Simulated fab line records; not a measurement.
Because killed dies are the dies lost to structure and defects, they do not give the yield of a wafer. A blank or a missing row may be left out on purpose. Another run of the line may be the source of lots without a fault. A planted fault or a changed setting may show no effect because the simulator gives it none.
A struck lot beside a sound one ; flow nand-harc ; 13 out of 1302 route steps
Sound: wafers L997.1, L997.3, L997.5. Struck: wafers L986.2, L986.3, L986.6. The cause is given at the end.
Per side, at each step with rows, come the tool, then ch with its chambers, and then its first start. Under that, the readings that differ: sound wafers ; struck wafers ; difference of the means ; sigmas: that difference in standard deviations of wafers without a fault.
alike: a reading whose means differ by less than 2 such deviations, as well as words and numbers matching on both sides. not compared: withheld readings; readings where some wafer has no value; bounds like >300 that might hide an equal value; numbers whose values overlap and for which the record gives no deviation.
Wherever a step has rows on one side only, a row that says differs or no value, or a row with sigmas, the two part there. Numbers that have no deviation but don't overlap get no sigmas and don't part them. A reading that every wafer of one side lacks parts them only if that side has two wafers or more.

first, 1 step without rows for these wafers: NHARC_A_ONON_D1_DEP_19 (target thk 1000 nm).
NHARC_A_ONON_D1_THK_MEAS_21: measures by ellipsometry.
  struck on film-metro-01, day 8 19:28; sound on film-metro-02, day 13 11:00
  alike: thk-nm
then, 1 step without rows for these wafers: NHARC_A_ONON_D1_DEP_22 (target thk 1000 nm).
NHARC_A_ONON_D1_THK_MEAS_24: measures by ellipsometry.
  struck on film-metro-02, day 8 20:02; sound on film-metro-01, day 13 11:34
  alike: thk-nm
then, 1 step without rows for these wafers: NHARC_A_ONON_D1_DEP_25 (target thk 1000 nm).
NHARC_A_ONON_D1_THK_MEAS_27: measures by ellipsometry.
  struck on film-metro-02, day 8 20:36; sound on film-metro-01, day 13 12:08
  alike: thk-nm
then, 1 step without rows for these wafers: NHARC_A_ONON_D1_DEP_28 (target thk 1000 nm).
NHARC_A_ONON_D1_THK_MEAS_30: measures by ellipsometry.
  struck on film-metro-02, day 8 21:10; sound on film-metro-01, day 13 12:41
  alike: thk-nm
NHARC_A_ONON_D1_DEP_33: deposits SiO2, target thk 200 nm.
  sound on pecvd-02 ch 0,2, day 13 13:03; struck on pecvd-02 ch 0,2, day 8 21:14
  alike: heater-power-w, rf-fwd-power-W, throttle-valve-pct
NHARC_A_ONON_D1_THK_MEAS_34: measures by ellipsometry.
  struck on film-metro-01, day 8 21:39; sound on film-metro-02, day 13 13:25
  alike: thk-nm
NHARC_A_ONON_D1_INSPECT_32:
  struck on defect-inspect-02, day 8 21:44; sound on defect-inspect-01, day 13 13:29
  alike: raw-defect-count
NHARC_A_CHANNEL_HOLE_D1_DEP_00: deposits aC, target thk 3100 nm.
  sound on acl-dep-02 ch 0, day 13 17:36; struck on acl-dep-02 ch 0, day 9 01:02
  alike: throttle-valve-pct
NHARC_A_CHANNEL_HOLE_D1_DEP_01: deposits SiON, target thk 140 nm.
  sound on pecvd-02 ch 1,2, day 13 19:30; struck on pecvd-02 ch 1,2, day 9 02:45
  alike: heater-power-w, rf-fwd-power-W

## WHERE THEY PART
Nowhere in this record.

WHY: what had been put in by the simulator
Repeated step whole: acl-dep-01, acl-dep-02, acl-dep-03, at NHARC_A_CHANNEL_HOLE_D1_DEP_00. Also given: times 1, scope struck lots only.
